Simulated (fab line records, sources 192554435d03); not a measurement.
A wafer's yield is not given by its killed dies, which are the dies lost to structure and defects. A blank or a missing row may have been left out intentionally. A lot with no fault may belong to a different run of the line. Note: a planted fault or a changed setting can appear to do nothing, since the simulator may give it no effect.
fab line records	flow n5-finfet
record lots=24	wafers=72	last-day=20
route steps=1938 shown BEOL_M0_SAQP@689 BEOL_M0@729 BEOL_M1@751
lots with no fault: from the same line, run without faults
start-h: hours from the record's first day to the start of the lot's first wafer shown	wait-h: how many hours have passed since the lot's step before this one	" identical to the entry in the row above	L1.1+2: one row covering several wafers at once	- no value, or no start was given	* or withheld: withheld	< > ~ a bound
route shown NAME@n: names a module that has steps shown in the file, with the first one's number in the route	usual: average and standard deviation across the fault-free wafers	same: alike in all rows	chamber/n: place in a boat	sites: readings site by site	_std_site: standard deviation across them	_edge_site: inner sites' mean taken away from outer sites' mean	radius-mm: for every site, how far away it sits from the centre of the wafer	mask NAME#n: copy n	behind: the tool/chamber that last shaped the wafer	hold: why the lot was held/for how many hours/how that ended	device: the transistor (n, p or np) that didn't switch	end of line: the same wafers' tests at the end of the route	a step given without rows: its recipe and nothing more	killed: at the first sort, the dies lost to defects and structure; wafer yield is something else	map: a wafer's dies, marking killed ones x, the rest . and places with no die _
set.NAME: setting as actually run; set.NAME@STEP: the setting as run at that earlier step	model.NAME: the simulator's own value behind a step, which no gauge read
route steps across a sampled set of lots; one table per step, one row per wafer
services: the hour from which a tool's chamber was out of use, counted from the record's first day as start-h (under 0 if before that day), plus the number of hours and why
## steps
# step N5_BEOL_M0_SAQP_CD_MEAS_40
# recipe target-cd-nm=30	landing-energy-ev=500	detector=se-inlens
# usual cd-nm=29.98/0.22
lot.wafer	tool	chamber	start-h	wait-h	cd-nm
L074.2	cd-sem-02	0	113.48	-	30.08
L074.5	"	0	"	"	30.25
L074.6	"	0	"	"	29.84
L075.2	cd-sem-01	0	125.97	-	29.93
L075.3	"	0	"	"	29.94
L075.4	"	0	"	"	29.93
L076.1	cd-sem-01	0	127.94	-	30.01
L076.2	"	0	"	"	29.95
L076.4	"	0	"	"	29.76
L077.1	cd-sem-02	0	131.80	-	30.14
L077.2	"	0	"	"	29.95
L077.5	"	0	"	"	29.74
L078.1	cd-sem-02	0	132.73	-	30.24
L078.3	"	0	"	"	29.68
L078.5	"	0	"	"	30.32
L079.3	cd-sem-02	0	143.16	-	30.25
L079.5	"	0	"	"	29.66
L079.6	"	0	"	"	29.96
L080.3	cd-sem-03	0	146.68	-	29.72
L080.5	"	0	"	"	30.04
L080.6	"	0	"	"	29.96
L081.1	cd-sem-03	0	166.75	-	30.09
L081.3	"	0	"	"	30.21
L081.6	"	0	"	"	30.34
L082.1	cd-sem-03	0	211.37	-	30.01
L082.3	"	0	"	"	30.09
L082.4	"	0	"	"	29.83
L083.1	cd-sem-03	0	211.59	-	29.81
L083.4	"	0	"	"	29.45
L083.6	"	0	"	"	30.19
L084.1	cd-sem-03	0	212.42	-	30.01
L084.2	"	0	"	"	29.83
L084.4	"	0	"	"	30.06
L085.2	cd-sem-01	0	230.10	-	30.23
L085.3	"	0	"	"	30.01
L085.6	"	0	"	"	29.91
L086.1	cd-sem-01	0	230.35	-	30.27
L086.4	"	0	"	"	30.39
L086.6	"	0	"	"	29.99
L088.2	cd-sem-01	0	230.81	-	29.73
L088.4	"	0	"	"	29.89
L088.5	"	0	"	"	30.12
L087.2	cd-sem-01	0	231.43	-	29.72
L087.3	"	0	"	"	29.96
L087.5	"	0	"	"	30.20
L089.2	cd-sem-01	0	260.99	-	29.83
L089.4	"	0	"	"	29.84
L089.5	"	0	"	"	29.59
L090.1	cd-sem-01	0	263.24	-	30.22
L090.4	"	0	"	"	29.88
L090.5	"	0	"	"	29.75
L091.1	cd-sem-03	0	263.92	-	29.77
L091.4	"	0	"	"	29.69
L091.6	"	0	"	"	30.04
L092.1	cd-sem-02	0	264.09	-	30.11
L092.2	"	0	"	"	29.88
L092.5	"	0	"	"	30.24
L093.1	cd-sem-01	0	264.14	-	29.71
L093.3	"	0	"	"	29.87
L093.5	"	0	"	"	29.75
L096.1	cd-sem-03	0	291.17	-	30.05
L096.2	"	0	"	"	30.07
L096.3	"	0	"	"	30.04
L095.1	cd-sem-03	0	293.90	-	29.79
L095.2	"	0	"	"	29.87
L095.4	"	0	"	"	29.77
L094.1	cd-sem-03	0	294.42	-	30.16
L094.4	"	0	"	"	30.23
L094.5	"	0	"	"	30.26
L097.4	cd-sem-03	0	295.45	-	30.37
L097.5	"	0	"	"	29.92
L097.6	"	0	"	"	29.86
# step N5_BEOL_M0_DEGAS_112
# recipe ambient=vacuum	temp-c=250	time-s=60
# usual heater-power-w=340/37
# same time-s=60
lot.wafer	tool	chamber	start-h	wait-h	heater-power-w
L074.2	pvd-sputter-01	-	118.09	0.1	406
L074.5	"	-	"	"	357
L074.6	"	-	"	"	341
L075.2	pvd-sputter-02	-	132.31	1.1	324
L075.3	"	-	"	"	379
L075.4	"	-	"	"	369
L076.1	pvd-sputter-02	-	133.32	0.1	357
L076.2	"	-	"	"	324
L076.4	"	-	"	"	379
L077.1	pvd-sputter-03	-	136.07	0.3	333
L077.2	"	-	"	"	287
L077.5	"	-	"	"	328
L078.1	pvd-sputter-01	-	136.09	0.3	422
L078.3	"	-	"	"	341
L078.5	"	-	"	"	354
L079.3	pvd-sputter-03	-	149.11	0.5	307
L079.5	"	-	"	"	302
L079.6	"	-	"	"	337
L080.3	pvd-sputter-01	-	151.89	1.9	412
L080.5	"	-	"	"	340
L080.6	"	-	"	"	354
L081.1	pvd-sputter-01	-	170.46	0.0	358
L081.3	"	-	"	"	416
L081.6	"	-	"	"	340
L082.1	pvd-sputter-01	-	214.59	0.0	362
L082.3	"	-	"	"	336
L082.4	"	-	"	"	414
L083.1	pvd-sputter-03	-	214.84	0.0	318
L083.4	"	-	"	"	331
L083.6	"	-	"	"	332
L084.1	pvd-sputter-03	-	216.26	0.0	335
L084.2	"	-	"	"	289
L084.4	"	-	"	"	295
L085.2	pvd-sputter-03	-	233.02	0.0	336
L085.3	"	-	"	"	299
L085.6	"	-	"	"	329
L086.1	pvd-sputter-02	-	235.92	0.1	313
L086.4	"	-	"	"	380
L086.6	"	-	"	"	371
L087.2	pvd-sputter-02	-	236.04	0.0	376
L087.3	"	-	"	"	325
L087.5	"	-	"	"	378
L088.2	pvd-sputter-03	-	238.01	1.4	293
L088.4	"	-	"	"	304
L088.5	"	-	"	"	327
L089.2	pvd-sputter-01	-	267.45	0.3	344
L089.4	"	-	"	"	418
L089.5	"	-	"	"	337
L090.1	pvd-sputter-01	-	267.53	0.1	359
L090.4	"	-	"	"	408
L090.5	"	-	"	"	407
L091.1	pvd-sputter-01	-	269.98	0.9	351
L091.4	"	-	"	"	404
L091.6	"	-	"	"	341
L092.1	pvd-sputter-03	-	271.51	0.5	285
L092.2	"	-	"	"	307
L092.5	"	-	"	"	327
L093.1	pvd-sputter-02	-	271.74	0.3	311
L093.3	"	-	"	"	356
L093.5	"	-	"	"	361
L096.1	pvd-sputter-01	-	303.68	0.2	351
L096.2	"	-	"	"	362
L096.3	"	-	"	"	347
L095.1	pvd-sputter-03	-	303.84	0.2	343
L095.2	"	-	"	"	289
L095.4	"	-	"	"	312
L094.1	pvd-sputter-03	-	303.92	0.2	309
L094.4	"	-	"	"	334
L094.5	"	-	"	"	290
L097.4	pvd-sputter-01	-	303.92	0.2	340
L097.5	"	-	"	"	335
L097.6	"	-	"	"	351
# step N5_BEOL_M0_SPUTTER_132
# recipe material=Cu	target-thk-a=40	temp-c=-20	chamber-pressure-pa=0.07	power-w=withheld	time-s=7.37
# usual throttle-valve-pct=29.7/1
# same time-s=7.37
lot.wafer	tool	chamber	start-h	wait-h	throttle-valve-pct
L074.2	pvd-sputter-03	-	118.92	0.0	30.8
L074.5	"	-	"	"	30.8
L074.6	"	-	"	"	29.3
L075.2	pvd-sputter-01	-	132.95	0.0	28.7
L075.3	"	-	"	"	29.9
L075.4	"	-	"	"	28.2
L076.1	pvd-sputter-03	-	135.17	0.0	29.0
L076.2	"	-	"	"	30.7
L076.4	"	-	"	"	29.5
L077.1	pvd-sputter-01	-	137.13	0.0	31.1
L077.2	"	-	"	"	29.7
L077.5	"	-	"	"	31.4
L078.1	pvd-sputter-03	-	137.17	0.0	30.6
L078.3	"	-	"	"	28.0
L078.5	"	-	"	"	30.6
L079.3	pvd-sputter-02	-	150.09	0.0	31.2
L079.5	"	-	"	"	30.0
L079.6	"	-	"	"	29.8
L080.3	pvd-sputter-02	-	152.55	0.0	28.8
L080.5	"	-	"	"	31.3
L080.6	"	-	"	"	28.8
L081.1	pvd-sputter-01	-	171.07	0.0	28.4
L081.3	"	-	"	"	28.9
L081.6	"	-	"	"	28.5
L082.1	pvd-sputter-02	-	215.20	0.0	29.8
L082.3	"	-	"	"	31.2
L082.4	"	-	"	"	28.7
L083.1	pvd-sputter-01	-	215.51	0.0	28.4
L083.4	"	-	"	"	30.2
L083.6	"	-	"	"	28.8
L084.1	pvd-sputter-01	-	216.92	0.0	28.4
L084.2	"	-	"	"	29.9
L084.4	"	-	"	"	31.2
L085.2	pvd-sputter-02	-	234.73	0.0	30.3
L085.3	"	-	"	"	31.1
L085.6	"	-	"	"	29.7
L086.1	pvd-sputter-01	-	236.63	0.0	30.0
L086.4	"	-	"	"	31.2
L086.6	"	-	"	"	29.8
L087.2	pvd-sputter-03	-	237.69	0.0	29.2
L087.3	"	-	"	"	30.8
L087.5	"	-	"	"	29.6
L088.2	pvd-sputter-03	-	238.73	0.0	30.7
L088.4	"	-	"	"	29.4
L088.5	"	-	"	"	29.2
L089.2	pvd-sputter-01	-	268.34	0.0	31.1
L089.4	"	-	"	"	30.0
L089.5	"	-	"	"	31.3
L090.1	pvd-sputter-01	-	268.78	0.0	31.2
L090.4	"	-	"	"	29.8
L090.5	"	-	"	"	30.1
L091.1	pvd-sputter-03	-	270.77	0.0	28.9
L091.4	"	-	"	"	30.8
L091.6	"	-	"	"	30.6
L092.1	pvd-sputter-03	-	272.51	0.0	29.2
L092.2	"	-	"	"	28.1
L092.5	"	-	"	"	30.7
L093.1	pvd-sputter-03	-	272.95	0.0	30.5
L093.3	"	-	"	"	29.2
L093.5	"	-	"	"	30.9
L096.1	pvd-sputter-02	-	304.57	0.0	31.3
L096.2	"	-	"	"	28.6
L096.3	"	-	"	"	30.4
L095.1	pvd-sputter-03	-	304.80	0.0	29.2
L095.2	"	-	"	"	27.8
L095.4	"	-	"	"	30.8
L094.1	pvd-sputter-01	-	304.82	0.0	30.7
L094.4	"	-	"	"	28.9
L094.5	"	-	"	"	31.2
L097.4	pvd-sputter-02	-	305.01	0.0	28.9
L097.5	"	-	"	"	31.2
L097.6	"	-	"	"	30.3
# step N5_BEOL_M1_ILD_DEP_00
# recipe material=SiOC	target-thk-a=790	temp-c=350	precursor=DEMS/O2	pressure-torr=5	rf-w=500	time-s=15.3
# usual heater-power-w=461/69	showerhead-plenum-p-Torr=5.699/0.023	showerhead-vpp-V=1396/42	throttle-valve-pct=11.8/0.6
# same time-s=15.3
lot.wafer	tool	chamber	start-h	wait-h	heater-power-w	showerhead-plenum-p-Torr	showerhead-vpp-V	throttle-valve-pct
L074.2	pecvd-01	2	120.33	0.0	588	5.679	1440	11.7
L074.5	"	0	"	"	490	5.688	1350	12.6
L074.6	"	2	"	"	566	5.674	1439	11.7
L075.2	pecvd-04	0	134.46	0.0	478	5.735	1409	12.0
L075.3	"	2	"	"	497	5.703	1404	11.2
L075.4	"	1	"	"	501	5.698	1352	13.1
L076.1	pecvd-01	1	136.60	0.0	385	5.664	1344	11.4
L076.2	"	0	"	"	461	5.696	1369	12.4
L076.4	"	0	"	"	456	5.678	1357	12.7
L077.1	pecvd-01	1	138.54	0.0	341	5.655	1338	11.6
L077.2	"	2	"	"	601	5.672	1433	11.9
L077.5	"	1	"	"	344	5.662	1365	11.5
L078.1	pecvd-02	2	138.93	0.0	483	5.699	1382	11.1
L078.3	"	0	"	"	392	5.711	1427	11.4
L078.5	"	0	"	"	402	5.734	1470	11.6
L079.3	pecvd-02	0	151.56	0.1	375	5.726	1440	11.5
L079.5	"	2	"	"	501	5.690	1360	11.1
L079.6	"	0	"	"	369	5.733	1437	11.6
L080.3	pecvd-02	0	153.94	0.1	390	5.705	1463	11.6
L080.5	"	2	"	"	425	5.678	1351	11.0
L080.6	"	0	"	"	408	5.728	1464	11.6
L081.1	pecvd-04	1	172.42	0.0	524	5.698	1350	12.9
L081.3	"	0	"	"	438	5.734	1397	12.3
L081.6	"	2	"	"	476	5.712	1443	11.5
L082.1	pecvd-04	0	216.59	0.0	462	5.746	1425	12.4
L082.3	"	1	"	"	443	5.689	1326	13.3
L082.4	"	0	"	"	457	5.752	1417	12.1
L083.1	pecvd-02	0	216.89	0.0	359	5.743	1449	11.7
L083.4	"	0	"	"	359	5.724	1436	11.8
L083.6	"	1	"	"	441	5.709	1384	12.0
L084.1	pecvd-02	1	218.27	0.0	458	5.697	1410	11.9
L084.2	"	2	"	"	493	5.682	1375	11.2
L084.4	"	2	"	"	478	5.673	1359	11.2
L085.2	pecvd-02	1	236.08	0.0	452	5.696	1398	11.6
L085.3	"	0	"	"	321	5.716	1441	11.7
L085.6	"	0	"	"	315	5.725	1438	11.9
L086.1	pecvd-02	0	238.06	0.0	324	5.730	1443	11.8
L086.4	"	0	"	"	329	5.742	1453	11.7
L086.6	"	1	"	"	455	5.692	1408	11.8
L087.2	pecvd-02	1	239.10	0.0	449	5.711	1398	11.7
L087.3	"	0	"	"	396	5.720	1448	11.7
L087.5	"	1	"	"	456	5.691	1401	12.0
L088.2	pecvd-04	0	240.28	0.1	403	5.744	1409	12.0
L088.4	"	2	"	"	542	5.707	1438	11.5
L088.5	"	1	"	"	519	5.706	1331	12.9
L089.2	pecvd-01	1	269.77	0.0	415	5.664	1378	11.6
L089.4	"	1	"	"	407	5.665	1339	11.9
L089.5	"	0	"	"	480	5.672	1371	12.6
L090.1	pecvd-01	0	270.22	0.0	483	5.682	1379	12.5
L090.4	"	2	"	"	549	5.676	1454	11.9
L090.5	"	0	"	"	496	5.690	1369	12.7
L091.1	pecvd-01	1	272.16	0.0	410	5.668	1341	11.5
L091.4	"	0	"	"	464	5.670	1375	12.6
L091.6	"	2	"	"	611	5.679	1449	12.2
L092.1	pecvd-02	1	273.86	0.0	478	5.695	1409	11.8
L092.2	"	0	"	"	381	5.711	1462	11.9
L092.5	"	1	"	"	477	5.699	1397	11.7
L093.1	pecvd-04	2	274.30	0.0	524	5.713	1426	11.4
L093.3	"	1	"	"	524	5.700	1353	13.4
L093.5	"	1	"	"	520	5.706	1317	13.0
L096.1	pecvd-02	0	307.47	0.0	367	5.728	1459	11.9
L096.2	"	1	"	"	447	5.690	1393	11.7
L096.3	"	2	"	"	440	5.689	1360	10.7
L095.1	pecvd-01	2	307.66	0.0	554	5.698	1447	12.2
L095.2	"	0	"	"	460	5.692	1363	12.4
L095.4	"	1	"	"	339	5.670	1337	11.7
L094.1	pecvd-04	0	307.74	0.0	446	5.729	1389	12.3
L094.4	"	2	"	"	494	5.704	1404	11.5
L094.5	"	1	"	"	547	5.711	1338	13.0
L097.4	pecvd-02	2	308.11	0.1	465	5.694	1354	11.0
L097.5	"	1	"	"	460	5.690	1398	11.8
L097.6	"	0	"	"	315	5.732	1430	11.8
# step N5_BEOL_M1_ETCH_63
# recipe chemistry=CF4	target=SiARC	target-depth-a=156	mask-material=CAR-EUV	time-s=26	ion-energy-ev=80	pressure-mtorr=40	source-w=545	bias-w=36	Ar_flow_sccm=100	cf4-flow-sccm=100	ends=cleared
# usual drypump-motor-current-A=5.7/0.42	etch-rf-on-time-s=25.9/0.45	oes-product-au=0.67/0.075	rf-vpp-V=183.8/1.1	showerhead-plenum-p-Torr=2.12/0.067	throttle-valve-pct=15.69/0.16
lot.wafer	tool	chamber	start-h	wait-h	drypump-motor-current-A	etch-rf-on-time-s	oes-product-au	rf-hours-counter-h	rf-vpp-V	showerhead-plenum-p-Torr	throttle-valve-pct
L074.2	rie-diel-05	0	122.22	0.0	5.8	26.9	0.60	201	185.1	2.13	15.49
L074.5	"	3	"	"	6.3	25.6	0.66	-	183.5	2.14	15.87
L074.6	"	0	"	"	5.8	26.6	0.60	-	183.9	2.13	15.50
L075.2	rie-diel-03	1	136.38	0.0	5.8	26.3	0.62	168	184.6	2.14	15.90
L075.3	"	3	"	"	5.5	26.3	0.61	164	185.4	2.22	15.73
L075.4	"	0	"	"	5.9	25.8	0.71	80	185.1	2.25	15.61
L076.1	rie-diel-02	3	138.06	0.0	5.9	25.3	0.65	169	183.9	2.06	15.56
L076.2	"	1	"	"	5.6	26.2	0.65	147	184.3	2.05	15.78
L076.4	"	0	"	"	4.8	25.9	0.59	242	182.8	2.19	15.94
L077.1	rie-diel-02	2	140.26	0.0	6.1	25.6	0.74	52	184.1	2.09	15.56
L077.2	"	0	"	"	4.8	26.1	0.58	243	184.0	2.19	15.93
L077.5	"	3	"	"	5.9	25.4	0.64	-	182.3	2.06	15.58
L078.1	rie-diel-03	2	140.50	0.0	5.7	26.3	0.60	192	183.7	2.05	15.76
L078.3	"	3	"	"	5.5	26.7	0.61	164	184.5	2.22	15.75
L078.5	"	1	"	"	5.8	26.5	0.62	-	184.3	2.14	15.90
L079.3	rie-diel-02	3	167.61	0.0	5.9	25.5	0.64	173	184.2	2.06	15.59
L079.5	"	1	"	"	5.6	26.2	0.64	-	183.5	2.05	15.77
L079.6	"	2	"	"	6.0	25.7	0.74	-	182.5	2.09	15.57
L080.3	rie-diel-02	2	168.87	0.0	6.1	25.5	0.75	57	184.3	2.09	15.57
L080.5	"	2	"	"	6.1	25.7	0.74	-	183.9	2.09	15.56
L080.6	"	1	"	"	5.6	26.3	0.65	-	183.8	2.05	15.78
L081.1	rie-diel-03	2	174.55	0.0	5.7	26.6	0.59	208	183.6	2.04	15.78
L081.3	"	0	"	"	5.9	26.0	0.70	94	185.8	2.25	15.63
L081.6	"	2	"	"	5.6	26.5	0.60	-	183.0	2.05	15.78
L082.1	rie-diel-05	3	217.31	0.0	6.4	26.0	0.65	151	183.5	2.14	15.88
L082.3	"	0	"	"	5.8	27.0	0.59	216	184.0	2.12	15.50
L082.4	"	3	"	"	6.4	26.0	0.65	-	184.6	2.14	15.89
L083.1	rie-diel-02	1	222.36	0.0	5.6	26.0	0.64	164	182.0	2.05	15.81
L083.4	"	0	"	"	4.8	25.3	0.85	4	184.1	2.19	15.46
L083.6	"	0	"	"	4.8	25.3	0.85	-	184.8	2.19	15.46
L084.1	rie-diel-05	0	222.38	0.0	5.8	26.8	0.58	218	183.7	2.12	15.53
L084.2	"	2	"	"	6.2	25.7	0.83	11	183.6	2.11	15.52
L084.4	"	2	"	"	6.2	25.6	0.82	-	183.7	2.11	15.55
L085.2	rie-diel-02	2	236.81	0.0	6.1	25.6	0.73	72	182.3	2.09	15.60
L085.3	"	0	"	"	4.8	25.2	0.84	7	186.0	2.19	15.47
L085.6	"	2	"	"	6.0	25.5	0.73	-	183.6	2.09	15.59
L086.1	rie-diel-05	3	238.98	0.0	6.3	25.8	0.65	156	184.4	2.14	15.90
L086.4	"	3	"	"	6.4	25.7	0.66	-	184.1	2.14	15.91
L086.6	"	2	"	"	6.2	25.6	0.81	-	183.0	2.11	15.55
L087.2	rie-diel-02	0	240.04	0.0	4.8	25.1	0.84	9	185.1	2.19	15.46
L087.3	"	1	"	"	5.6	26.1	0.64	169	182.7	2.05	15.83
L087.5	"	3	"	"	5.9	25.5	0.62	-	182.3	2.05	15.60
L088.2	rie-diel-03	2	241.99	0.0	5.7	26.0	0.59	219	183.3	2.04	15.81
L088.4	"	1	"	"	5.7	25.8	0.61	196	184.2	2.13	15.95
L088.5	"	1	"	"	5.7	25.9	0.61	-	184.3	2.13	15.96
L089.2	rie-diel-03	1	271.28	0.0	5.7	26.4	0.60	207	183.7	2.13	15.97
L089.4	"	3	"	"	5.5	26.7	0.59	197	184.6	2.21	15.78
L089.5	"	3	"	"	5.6	26.6	0.59	-	186.8	2.21	15.78
L090.1	rie-diel-02	3	271.78	0.0	5.9	25.7	0.61	197	183.6	2.05	15.61
L090.4	"	1	"	"	5.6	26.0	0.63	178	182.6	2.04	15.83
L090.5	"	3	"	"	5.9	25.3	0.62	-	183.0	2.05	15.62
L091.1	rie-diel-02	1	274.06	0.0	5.6	25.9	0.63	179	183.3	2.04	15.84
L091.4	"	3	"	"	5.9	25.4	0.62	198	183.7	2.05	15.63
L091.6	"	1	"	"	5.6	25.9	0.63	-	183.1	2.04	15.84
L092.1	rie-diel-02	3	275.28	0.0	5.9	25.4	0.63	198	182.4	2.05	15.63
L092.2	"	2	"	"	6.0	25.4	0.71	83	184.4	2.08	15.62
L092.5	"	0	"	"	4.8	25.4	0.82	-	185.5	2.18	15.49
L093.1	rie-diel-03	2	276.09	0.0	5.7	26.2	0.59	230	184.2	2.04	15.81
L093.3	"	3	"	"	5.5	26.3	0.59	199	184.5	2.21	15.80
L093.5	"	3	"	"	5.5	26.3	0.59	-	185.0	2.21	15.80
L096.1	rie-diel-02	3	308.95	0.0	5.9	25.4	0.61	210	183.3	2.04	15.64
L096.2	"	0	"	"	4.8	25.3	0.79	27	183.8	2.18	15.49
L096.3	"	1	"	"	5.6	26.0	0.62	191	183.1	2.04	15.86
L095.1	rie-diel-02	1	309.18	0.0	5.6	25.9	0.63	191	182.5	2.04	15.87
L095.2	"	2	"	"	6.1	25.4	0.71	94	183.8	2.08	15.65
L095.4	"	3	"	"	5.9	25.2	0.62	210	183.1	2.04	15.64
L094.1	rie-diel-03	0	309.28	0.0	6.0	26.2	0.66	130	186.5	2.23	15.70
L094.4	"	1	"	"	5.7	26.3	0.59	218	184.4	2.12	16.01
L094.5	"	1	"	"	5.8	26.4	0.59	-	184.9	2.12	15.99
L097.4	rie-diel-02	1	309.49	0.0	5.6	26.3	0.62	191	182.7	2.04	15.87
L097.5	"	3	"	"	5.9	25.7	0.61	-	181.8	2.04	15.65
L097.6	"	0	"	"	4.8	25.6	0.79	-	185.8	2.18	15.50
# step N5_BEOL_M1_CD_MEAS_28
# recipe landing-energy-ev=500	detector=se-inlens	target-cd-y-nm=23.3
# usual cd-nm=23.96/0.26
lot.wafer	tool	chamber	start-h	wait-h	cd-nm
L074.2	cd-sem-02	0	122.92	-	24.35
L074.5	"	0	"	"	24.31
L074.6	"	0	"	"	24.31
L075.2	cd-sem-03	0	137.22	-	23.70
L075.3	"	0	"	"	23.85
L075.4	"	0	"	"	23.82
L076.1	cd-sem-01	0	138.75	-	24.38
L076.2	"	0	"	"	24.26
L076.4	"	0	"	"	24.26
L077.1	cd-sem-02	0	141.01	-	23.80
L077.2	"	0	"	"	23.90
L077.5	"	0	"	"	24.07
L078.1	cd-sem-03	0	141.20	-	24.01
L078.3	"	0	"	"	23.92
L078.5	"	0	"	"	23.56
L079.3	cd-sem-01	0	168.88	-	23.57
L079.5	"	0	"	"	23.91
L079.6	"	0	"	"	24.03
L080.3	cd-sem-03	0	170.25	-	23.68
L080.5	"	0	"	"	23.54
L080.6	"	0	"	"	24.33
L081.1	cd-sem-01	0	175.28	-	23.70
L081.3	"	0	"	"	23.99
L081.6	"	0	"	"	23.97
L082.1	cd-sem-01	0	218.01	-	24.21
L082.3	"	0	"	"	23.96
L082.4	"	0	"	"	23.90
L083.1	cd-sem-02	0	223.06	-	23.97
L083.4	"	0	"	"	24.42
L083.6	"	0	"	"	23.71
L084.1	cd-sem-03	0	223.11	-	24.15
L084.2	"	0	"	"	23.56
L084.4	"	0	"	"	23.47
L085.2	cd-sem-03	0	237.63	-	23.68
L085.3	"	0	"	"	23.31
L085.6	"	0	"	"	23.87
L086.1	cd-sem-01	0	239.80	-	24.04
L086.4	"	0	"	"	24.08
L086.6	"	0	"	"	23.88
L087.2	cd-sem-01	0	240.86	-	23.87
L087.3	"	0	"	"	24.40
L087.5	"	0	"	"	23.54
L088.2	cd-sem-02	0	242.98	-	24.27
L088.4	"	0	"	"	23.74
L088.5	"	0	"	"	23.76
L089.2	cd-sem-03	0	272.08	-	23.83
L089.4	"	0	"	"	23.77
L089.5	"	0	"	"	23.83
L090.1	cd-sem-02	0	272.54	-	23.84
L090.4	"	0	"	"	24.00
L090.5	"	0	"	"	24.00
L091.1	cd-sem-01	0	274.97	-	23.63
L091.4	"	0	"	"	23.64
L091.6	"	0	"	"	23.57
L092.1	cd-sem-01	0	275.98	-	23.65
L092.2	"	0	"	"	24.02
L092.5	"	0	"	"	23.60
L093.1	cd-sem-03	0	276.78	-	23.89
L093.3	"	0	"	"	23.97
L093.5	"	0	"	"	23.69
L096.1	cd-sem-02	0	309.74	-	23.85
L096.2	"	0	"	"	23.97
L096.3	"	0	"	"	23.92
L095.1	cd-sem-01	0	310.00	-	24.06
L095.2	"	0	"	"	24.18
L095.4	"	0	"	"	24.04
L094.1	cd-sem-01	0	310.18	-	23.91
L094.4	"	0	"	"	24.28
L094.5	"	0	"	"	24.13
L097.4	cd-sem-03	0	310.29	-	24.14
L097.5	"	0	"	"	24.11
L097.6	"	0	"	"	24.54
## services
tool	chamber	start-h	hours	kind
rie-diel-02	1	107.68	15.5	repair
rie-diel-02	2	107.69	2.9	repair
pvd-sputter-01	-	127.38	0.8	repair
pecvd-02	1	133.62	50.0	repair
pecvd-04	0	137.29	5.8	repair
rie-diel-02	-	151.09	15.6	pm
pecvd-04	2	151.83	10.6	repair
rie-diel-05	-	153.22	28.1	pm
pecvd-02	0	169.29	4.4	repair
pvd-sputter-03	-	188.94	5.9	repair
rie-diel-05	3	189.24	1.3	repair
pvd-sputter-02	-	202.44	2.8	repair
rie-diel-05	-	207.38	2.6	repair
pvd-sputter-03	-	211.08	3.7	repair
rie-diel-05	1	213.83	14.7	repair
rie-diel-05	-	217.62	0.7	repair
pecvd-02	-	223.04	0.3	repair
rie-diel-05	3	227.96	6.0	repair
rie-diel-02	-	241.35	2.8	pm
rie-diel-02	3	250.98	4.4	repair
rie-diel-03	3	251.86	6.5	repair
pecvd-02	-	261.64	0.5	repair
pecvd-02	-	267.16	1.1	repair
rie-diel-02	0	294.77	12.3	repair
## key
fault none
